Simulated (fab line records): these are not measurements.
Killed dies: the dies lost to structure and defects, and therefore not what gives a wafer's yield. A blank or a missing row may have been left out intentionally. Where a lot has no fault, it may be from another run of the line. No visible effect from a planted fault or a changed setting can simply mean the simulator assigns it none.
Struck lot and sound lot, side by side | flow n5-finfet | 33 out of 1938 route steps
Sound: the wafers L894.1, L894.3, L894.4. Struck: wafer L907.4 (L907.5, L907.6, from the same lot, were not struck and are left out); the cause is given at the end.
Per side, at each step with rows, come the tool, then ch with its chambers, and then its first start. Under that, the readings that differ: sound wafers | struck wafers | difference of the means | sigmas: that difference in standard deviations of wafers without a fault.
alike: readings with means less than 2 such deviations apart, plus words and numbers identical on both sides. not compared: withheld readings, readings lacking a value on some wafer, bounds such as >300 that could conceal the same value, and numbers that have no deviation in the record and whose values overlap.
The two part at a step that has a row with sigmas, a row that says differs or no value, or rows on one side only. When numbers do not overlap yet have no deviation, they are printed without sigmas and do not part them. A reading missing from all wafers of one side parts the sides only when that side holds two or more wafers.

first, 7 steps without rows for these wafers: N5_BEOL_M15_COAT_22 (resist thk 800 nm); N5_BEOL_M15_EBR_24; N5_BEOL_M15_SOFTBAKE_23 (time 60 s); N5_BEOL_M15_EXPOSE_25 (exposes mask M15, target cd 400 nm); N5_BEOL_M15_PEB_26 (peb time 90 s); N5_BEOL_M15_DEVELOP_27 (develop time 45 s); N5_BEOL_M15_HARDBAKE_32 (time 120 s).
N5_BEOL_M15_CD_MEAS_28: target cd 407.6 nm.
  sound on cd-sem-03 ch 0, day 12 05:05; struck on cd-sem-03 ch 0, day 15 16:09
  alike: cd-nm
N5_BEOL_M15_OVL_MEAS_29:
  sound on overlay-01 ch 0, day 12 05:07; struck on overlay-02 ch 0, day 15 16:11
  alike: M15_OVL
N5_BEOL_M15_INSPECT_30: inspects for defects (macro).
  sound on defect-inspect-02, day 12 05:08; struck on defect-inspect-01, day 15 16:13
  reading          | sound | struck | difference | sigmas
  raw-defect-count | 2 3 4 | 6      | +3         | +2
then, 2 steps without rows for these wafers: N5_BEOL_M15_DESCUM_33 (chemistry O2, time 7.9 s); N5_BEOL_M15_ETCH_61 (etches BARC in N2/H2, target depth 89 nm, overetch 26.7 nm, time 67.9 s).
N5_BEOL_M15_TRENCH_ETCH_34: etches SiO2 in C4F8/O2/Ar, target depth 872.93 nm, time 199 s.
  sound on rie-diel-02 ch 0,1,2, day 12 05:16; struck on rie-diel-02 ch 3, day 15 16:24
  reading                                    | sound             | struck | difference | sigmas
  rf-vpp-V (V)                               | 2165 2206 2183    | 2278   | +93        | +3
  showerhead-plenum-p-Torr (Torr)            | 3.30 3.36 3.37    | 3.67   | +0.33      | +3
  model.etch.depth-nm (nm)                   | 871.9 891.8 898.2 | 936.8  | +49.5      |
  model.coat_of_BEOL_M15_COAT_22.thk-nm (nm) | 547.8 539.6 536.8 | 526    | -15        |
  alike: C4F8_flow_sccm, drypump-motor-current-A, oes-product-au, throttle-valve-pct
  not compared: rf-hours-counter-h
then, 2 steps without rows for these wafers: N5_BEOL_M15_STRIP_36 (strips in O2); N5_BEOL_M15_STRIP_62 (strips in O2).
N5_BEOL_M15_STRIP_37: strips in O2.
  sound on rie-diel-02 ch 0,1,2; struck on rie-diel-03 ch 3
  alike: drypump-motor-current-A, oes-product-au, rf-vpp-V, showerhead-plenum-p-Torr, throttle-valve-pct
  not compared: rf-hours-counter-h
then, 4 steps without rows for these wafers: N5_BEOL_M15_ETCH_38 (etches SiCN in CF4/N2, target depth 106.4 nm, time 120.5 s); N5_BEOL_M15_PRECLEAN_39 (cleans in residue remover, time 60 s); N5_BEOL_M15_SRD_40 (time 30 s, dry time 30 s); N5_BEOL_M15_DEGAS_41 (time 60 s).
N5_BEOL_M15_PRE_CLEAN_42: time 30 s.
  sound on pvd-sputter-01, day 12 10:19; struck on pvd-sputter-01, day 15 17:37
  alike: heater-power-w
N5_BEOL_M15_SPUTTER_43: material TaN, target thk 15 nm, time 24.19 s.
  sound on pvd-sputter-01, day 12 10:22; struck on pvd-sputter-01, day 15 17:40
  alike: throttle-valve-pct
then, 1 step without rows for these wafers: N5_BEOL_M15_SPUTTER_44 (material Ta, target thk 15 nm, time 24.19 s).
N5_BEOL_M15_SPUTTER_45: material Cu, target thk 100 nm, time 16.67 s.
  sound on pvd-sputter-01, day 13 13:28; struck on pvd-sputter-01, day 15 17:49
  alike: throttle-valve-pct
then, 2 steps without rows for these wafers: N5_BEOL_M15_ECD_47 (material Cu, target thk 1860 nm); N5_BEOL_M15_ANNEAL_48 (time 90 s).
N5_BEOL_M15_CMP_49: polishes, stops on SiO2, t overpolish 4.9 s, target thk 850 nm.
  sound on cmp-02 ch 0,1,3, day 13 14:07; struck on cmp-03 ch 2, day 15 18:45
  reading                                 | sound         | struck | difference | sigmas
  model.Cu_of_BEOL_M15_ECD_47.thk-nm (nm) | 850 867.8 875 | 913.4  | +49.1      |
  alike: barrier-field-endpoint-s, motor-current-A, overpolish-run-s
N5_BEOL_M15_THK_MEAS_50: measures by xrf.
  sound on film-metro-02, day 13 14:25; struck on film-metro-01, day 15 18:58
  reading      | sound       | struck | difference | sigmas
  M15_THK (nm) | 865 885 890 | 921    | +41        | +2
then, 1 step without rows for these wafers: N5_BEOL_M15_PRE_CLEAN_52 (time 15 s).
N5_BEOL_M15_DEP_53: deposits SiCN from 3MS/NH3, target thk 50 nm, time 17.8 s.
  sound on pecvd-01 ch 1,2, day 13 14:29; struck on pecvd-02 ch 2, day 15 19:04
  alike: showerhead-plenum-p-Torr, throttle-valve-pct
N5_BEOL_M15_RS_MEAS_54: measurement is done with a four-point probe.
  sound on film-metro-02, day 13 14:32; struck on film-metro-02, day 15 19:07
  reading         | sound                | struck | difference | sigmas
  M15_RS (ohm/sq) | 0.0215 0.0211 0.0209 | 0.0200 | -0.0012    | -3
N5_BEOL_M15_INSPECT_55: inspects for defects (darkfield).
  sound on defect-inspect-01, day 13 14:34; struck on defect-inspect-02, day 15 19:08
  reading          | sound    | struck | difference | sigmas
  raw-defect-count | 71 51 79 | 131    | +64        | +3
N5_PASSIVATION_PROBE_49:
  record: rows for the struck wafers here (prober-02, day 16 09:47), none for the sound ones

WHERE THEY PART
First at N5_BEOL_M15_INSPECT_30; last, within this record, at N5_PASSIVATION_PROBE_49.

WHY: the cause the simulator had injected
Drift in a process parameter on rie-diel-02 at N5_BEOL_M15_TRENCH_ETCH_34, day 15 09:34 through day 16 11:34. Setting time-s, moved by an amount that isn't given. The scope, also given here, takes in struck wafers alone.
